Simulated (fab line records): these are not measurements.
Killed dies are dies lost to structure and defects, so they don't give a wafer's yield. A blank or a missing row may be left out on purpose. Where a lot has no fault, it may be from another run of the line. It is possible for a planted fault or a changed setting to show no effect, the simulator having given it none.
Which tool was responsible? -- flow nandHarc -- 33 wafers from 11 lots sampled at 2 of the route's 1302 steps

WHAT THE GAUGES SHOWED, per wafer
NHARC_P_ZERO_WELL_CD_MEAS_37: target cd 720 nm.
lot,measured,on,cdNm (nm)
L871,day 2 20:16,cdSem-03,719.2 717.4 723.1
L873,day 3 16:19,cdSem-02,717.2 718.8 717.3
L876,day 4 22:25,cdSem-03,719.5 722.3 720.1
L878,day 5 18:14,cdSem-03,719.7 720.8 720.7
L879,day 6 04:15,cdSem-02,720.3 721.1 719.4
L880,day 6 14:06,cdSem-03,719.1 721.2 721.2
L881,day 7 00:08,cdSem-03,720.2 717.9 720.7
L883,day 7 20:08,cdSem-03,- - -
L889,day 10 08:15,cdSem-01,722.1 718.5 716.5
L891,day 11 03:50,cdSem-02,720.2 720.6 719.4
L892,day 11 14:05,cdSem-03,718.6 716.0 717.3

WHICH TOOL RAN EACH LOT (tool, then ch and the chambers of the sampled wafers, then the start)
lot,NHARC_P_ZERO_WELL_EXPOSE_34
L871,"krfScanner-02 ch 0, day 2 20:07"
L873,"krfScanner-03 ch 0, day 3 16:09"
L876,"krfScanner-04 ch 0, day 4 22:16"
L878,"krfScanner-03 ch 0, day 5 18:05"
L879,"krfScanner-02 ch 0, day 6 04:05"
L880,"krfScanner-03 ch 0, day 6 13:57"
L881,"krfScanner-03 ch 0, day 6 23:59"
L883,"krfScanner-02 ch 0, day 7 19:59"
L889,"krfScanner-02 ch 0, day 10 08:06"
L891,"krfScanner-02 ch 0, day 11 03:41"
L892,"krfScanner-02 ch 0, day 11 13:56"
- NHARC_P_ZERO_WELL_EXPOSE_34: exposes mask P PWELL, target cd 720 nm.

THE ANSWER, worked out from the rows above alone
Rule: usual is defined by the lots themselves. Put in order of their means at a reading, lots are off if they are a third of the lots or fewer, leave a main group of 4 or more, and stand apart from it by a gap of 3 or more times the standard deviation of the main group's means; of several such gaps the widest counts. A main group is skipped when, at the precision printed for the reading in the tables above, its means are all equal. Also off: a lot with no number at a reading for which 4 or more lots have one. Any other lot the step has rows for is counted as sound.
Off at NHARC_P_ZERO_WELL_CD_MEAS_37 (cdNm): L883. Without a number there: L883. For the main group the mean is 719.5 nm and the standard deviation 1.1.
A tool fits if, at a process step before that reading, it ran every lot that is off, and no sound lot after the first of them. Gauges at NHARC_P_ZERO_WELL_CD_MEAS_37: tried the same way as those tools. None of those tried fits.

WHAT THE SIMULATOR PUT IN
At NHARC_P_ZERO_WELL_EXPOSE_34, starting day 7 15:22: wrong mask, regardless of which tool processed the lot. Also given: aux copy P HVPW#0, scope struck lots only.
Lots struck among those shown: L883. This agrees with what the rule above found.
